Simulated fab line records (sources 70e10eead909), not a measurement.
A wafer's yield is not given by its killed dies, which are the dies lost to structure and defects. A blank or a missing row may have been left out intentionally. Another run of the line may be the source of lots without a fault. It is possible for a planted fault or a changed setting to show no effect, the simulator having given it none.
Which tool was responsible? + flow nand harc + 33 wafers from 11 lots sampled at 6 of the route's 1302 steps

## WHAT THE GAUGES SHOWED, per wafer
NHARC_P_M2_OVL_MEAS_10: pitch 340 nm.
| lot  | measured     | on         | overlay x nm (nm) | overlay y nm (nm) |
|------|--------------|------------|-------------------|-------------------|
| L336 | day 6 10:52  | overlay-01 | -0.6 -0.1 -0.7    | 2.1 1.1 2.0       |
| L337 | day 7 04:24  | overlay-01 | 0.8 0.7 0.0       | -0.3 -0.9 -0.9    |
| L338 | day 7 14:02  | overlay-01 | -0.2 0.1 0.7      | -0.3 -0.3 0.0     |
| L339 | day 7 16:44  | overlay-02 | -0.3 -0.2 -0.1    | -1.3 -1.1 -1.5    |
| L345 | day 10 06:00 | overlay-02 | 41.4 40.5 40.7    | 0.7 1.2 0.7       |
| L348 | day 11 08:11 | overlay-01 | 0.3 -0.6 -0.3     | 0.2 0.7 0.5       |
| L349 | day 11 19:17 | overlay-01 | 41.7 42.0 41.1    | 0.4 0.3 0.5       |
| L352 | day 13 12:32 | overlay-01 | -1.1 -0.2 -1.0    | -0.6 -0.1 -0.7    |
| L353 | day 13 16:11 | overlay-02 | 0.0 -0.3 0.2      | -0.9 -0.9 -0.4    |
| L358 | day 15 21:10 | overlay-01 | 1.2 1.2 1.7       | -0.1 0.0 0.5      |
| L359 | day 16 09:36 | overlay-01 | 1.1 0.2 1.0       | -0.6 -0.7 -0.6    |

NHARC_END_SORT_01.
| lot  | measured     | on        | defect limited yield (%) | killed at array | killed at other | killed at periphery | killed dies | killed open | killed short |
|------|--------------|-----------|--------------------------|-----------------|-----------------|---------------------|-------------|-------------|--------------|
| L337 | day 25 02:55 | prober-02 | 92.2 92.6 90.3           | 49 46 56        | 1 0 3           | 3 4 7               | 53 50 66    | 3 4 7       | 1 1 1        |
| L339 | day 25 02:53 | prober-01 | 92.6 95.3 92.3           | 47 29 45        | 0 0 0           | 3 3 7               | 50 32 52    | 5 1 2       | 2 4 2        |

## TOOL THAT RAN EACH LOT (tool first, then ch and the chambers of the sampled wafers, then the start)
| lot  | NHARC_P_M1_ETCH_28                            | NHARC_P_M2_EXPOSE_06               | NHARC_P_M2_ETCH_35                 | NHARC_P_M2_PRE_CLEAN_30                 |
|------|-----------------------------------------------|------------------------------------|------------------------------------|-----------------------------------------|
| L336 | rie diel-03 ch 0,1,3, day 6 10:39 or earlier  | arfi scanner-01 ch 0, day 6 10:39  | rie diel-08 ch 0,2,3, day 6 11:04  | pvd sputter-02, no start                |
| L337 | rie diel-06 ch 2,3, day 7 04:10 or earlier    | arfi scanner-03 ch 0, day 7 04:10  | rie diel-07 ch 0,3, day 7 04:35    | pvd sputter-02, day 25 02:55 or earlier |
| L338 | rie diel-03 ch 1,3, day 7 13:49 or earlier    | arfi scanner-03 ch 0, day 7 13:49  | rie diel-08 ch 1,2,3, day 7 14:13  | pvd sputter-02, no start                |
| L339 | rie diel-06 ch 0,1,2, day 7 16:31 or earlier  | arfi scanner-01 ch 0, day 7 16:31  | rie diel-01 ch 1,2,3, day 7 16:56  | pvd sputter-03, day 25 02:53 or earlier |
| L345 | rie diel-03 ch 0,2,3, day 10 05:47 or earlier | arfi scanner-01 ch 0, day 10 05:47 | rie diel-01 ch 1,2, day 10 06:11   | pvd sputter-01, no start                |
| L348 | rie diel-06 ch 0,1,3, day 11 07:58 or earlier | arfi scanner-02 ch 0, day 11 07:58 | rie diel-08 ch 0,1,2, day 11 08:23 | pvd sputter-02, no start                |
| L349 | rie diel-06 ch 0,1,3, day 11 19:04 or earlier | arfi scanner-01 ch 0, day 11 19:04 | rie diel-01 ch 0,3, day 11 19:28   | pvd sputter-03, no start                |
| L352 | rie diel-03 ch 0,3, day 13 12:19 or earlier   | arfi scanner-02 ch 0, day 13 12:19 | rie diel-08 ch 1,2, day 13 12:43   | pvd sputter-01, no start                |
| L353 | rie diel-06 ch 0,1,3, day 13 15:57 or earlier | arfi scanner-02 ch 0, day 13 15:57 | rie diel-08 ch 0,2,3, day 13 16:22 | pvd sputter-02, no start                |
| L358 | rie diel-03 ch 0,3, day 15 20:56 or earlier   | arfi scanner-02 ch 0, day 15 20:56 | rie diel-07 ch 0,2,3, day 15 21:22 | pvd sputter-03, no start                |
| L359 | rie diel-03 ch 0,2,3, day 16 09:22 or earlier | arfi scanner-03 ch 0, day 16 09:22 | rie diel-01 ch 0,2,3, day 16 09:47 | pvd sputter-02, no start                |
- NHARC_P_M1_ETCH_28: etches the open film in CF4/N2, target depth 30 nm, time 72.99 s.
- NHARC_P_M2_EXPOSE_06: exposes mask P M2, target cd 170 nm.
- NHARC_P_M2_ETCH_35: etches the open film in N2/H2, target depth 40 nm, overetch 12 nm, time 43.94 s.
- NHARC_P_M2_PRE_CLEAN_30: time 30 s.

## AS READ BY THE TOOLS THEMSELVES (means over the sampled wafers that have a number; for cases with no such wafer, the mark the record gives instead)
NHARC_P_M1_ETCH_28.
| lot  | tool        | drypump motor current A (A) | oes product au (a.u.) | rf vpp V (V) | showerhead plenum p Torr (Torr) | throttle valve pct (%) |
|------|-------------|-----------------------------|-----------------------|--------------|---------------------------------|------------------------|
| L336 | rie diel-03 | 5.7                         | 1.000                 | 313.7        | 2.60                            | 19.791                 |
| L337 | rie diel-06 | 5.6                         | 1.002                 | 314.6        | 2.67                            | 19.800                 |
| L338 | rie diel-03 | 6.1                         | 1.001                 | 316.5        | 2.70                            | 19.801                 |
| L339 | rie diel-06 | 5.4                         | 0.998                 | 315.1        | 2.69                            | 19.795                 |
| L345 | rie diel-03 | 5.7                         | 1.007                 | 315.0        | 2.70                            | 19.790                 |
| L348 | rie diel-06 | 5.7                         | 0.996                 | 314.5        | 2.62                            | 19.792                 |
| L349 | rie diel-06 | 5.7                         | 0.999                 | 313.6        | 2.62                            | 19.799                 |
| L352 | rie diel-03 | 5.8                         | 1.003                 | 315.6        | 2.70                            | 19.796                 |
| L353 | rie diel-06 | 5.7                         | 1.008                 | 314.4        | 2.62                            | 19.799                 |
| L358 | rie diel-03 | 5.8                         | 1.000                 | 315.7        | 2.70                            | 19.786                 |
| L359 | rie diel-03 | 5.7                         | 0.999                 | 315.4        | 2.70                            | 19.789                 |

NHARC_P_M2_EXPOSE_06.
| lot  | tool            | exposure dose mJ cm2 | stage vel mm s (mm/s) |
|------|-----------------|----------------------|-----------------------|
| L336 | arfi scanner-01 | 80.63                | 499.88                |
| L337 | arfi scanner-03 | 80.72                | 499.74                |
| L338 | arfi scanner-03 | 80.75                | 500.11                |
| L339 | arfi scanner-01 | 80.65                | 499.61                |
| L345 | arfi scanner-01 | 80.79                | 500.07                |
| L348 | arfi scanner-02 | 80.66                | 499.94                |
| L349 | arfi scanner-01 | 80.89                | 499.95                |
| L352 | arfi scanner-02 | 80.67                | 499.89                |
| L353 | arfi scanner-02 | 80.75                | 500.10                |
| L358 | arfi scanner-02 | 80.72                | 499.93                |
| L359 | arfi scanner-03 | 80.76                | 499.87                |

NHARC_P_M2_ETCH_35.
| lot  | tool        | drypump motor current A (A) | oes product au (a.u.) | rf vpp V (V) | showerhead plenum p Torr (Torr) | throttle valve pct (%) |
|------|-------------|-----------------------------|-----------------------|--------------|---------------------------------|------------------------|
| L336 | rie diel-08 | 5.4                         | 1.011                 | 430          | 2.03                            | 14.174                 |
| L337 | rie diel-07 | 5.3                         | 0.988                 | 432          | 2.10                            | 14.177                 |
| L338 | rie diel-08 | 5.0                         | 1.004                 | 430          | 2.04                            | 14.168                 |
| L339 | rie diel-01 | 5.2                         | 1.004                 | 433          | 2.09                            | 14.173                 |
| L345 | rie diel-01 | 5.5                         | 1.012                 | 429          | 1.99                            | 14.175                 |
| L348 | rie diel-08 | 5.4                         | 1.003                 | 428          | 1.97                            | 14.176                 |
| L349 | rie diel-01 | 5.0                         | 1.006                 | 434          | 2.16                            | 14.176                 |
| L352 | rie diel-08 | 5.2                         | 0.997                 | 431          | 2.04                            | 14.172                 |
| L353 | rie diel-08 | 5.4                         | 1.018                 | 431          | 2.03                            | 14.174                 |
| L358 | rie diel-07 | 5.5                         | 0.998                 | 433          | 2.09                            | 14.172                 |
| L359 | rie diel-01 | 5.3                         | 1.002                 | 431          | 2.06                            | 14.171                 |

NHARC_P_M2_PRE_CLEAN_30.
| lot  | tool           | heater power w (W) |
|------|----------------|--------------------|
| L336 | pvd sputter-02 | 394                |
| L337 | pvd sputter-02 | 400                |
| L338 | pvd sputter-02 | 394                |
| L339 | pvd sputter-03 | 407                |
| L345 | pvd sputter-01 | 382                |
| L348 | pvd sputter-02 | 390                |
| L349 | pvd sputter-03 | 409                |
| L352 | pvd sputter-01 | 359                |
| L353 | pvd sputter-02 | 395                |
| L358 | pvd sputter-03 | 386                |
| L359 | pvd sputter-02 | 405                |

## THE ANSWER, worked out from the rows above alone
Rule: usual is defined by the lots themselves. The widest of any qualifying gaps counts: lots, ordered by their means at a reading, are off when they make up no more than a third of the lots, leave a main group of 4 or more, and stand apart from it by 3 or more times the standard deviation of that group's means. If all means in a main group match to the digits the tables above print for the reading, that group is not used. Also off: a lot with no number at a reading for which 4 or more lots have one. Any other lot the step has rows for is counted as sound. First the gauges in route order, then the tools' own readings, where a lot's mean is used as printed above. The first step at which some lot is off is used, and at that step the reading that is off furthest; a lot without a number counts as furthest.
Off at NHARC_P_M2_OVL_MEAS_10 (overlay x nm): L345, L349. Mean 0.1 nm and standard deviation 0.62 in the main group.
If a tool, at a process step before that reading, ran all the lots that are off and no sound lot after the first of them, it fits. Those tools and the gauges at NHARC_P_M2_OVL_MEAS_10 are tried in the same way. NHARC_P_M1_ETCH_28 gives no start for some lots, so the hours and the order of its lots are those of NHARC_P_M2_EXPOSE_06. One fits: arfi scanner-01 at NHARC_P_M2_EXPOSE_06. A fault onset in the window from L339 (day 7 16:31, its last sound lot) to L345 (day 10 05:47, its first lot off) fits.

## WHAT WAS PUT IN BY THE SIMULATOR
Scanner matching overlay: arfi scanner-01, from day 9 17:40 on, at NHARC_P_M2_EXPOSE_06. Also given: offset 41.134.
Shown lots that were struck: L345, L349. The rule above reached the same finding.
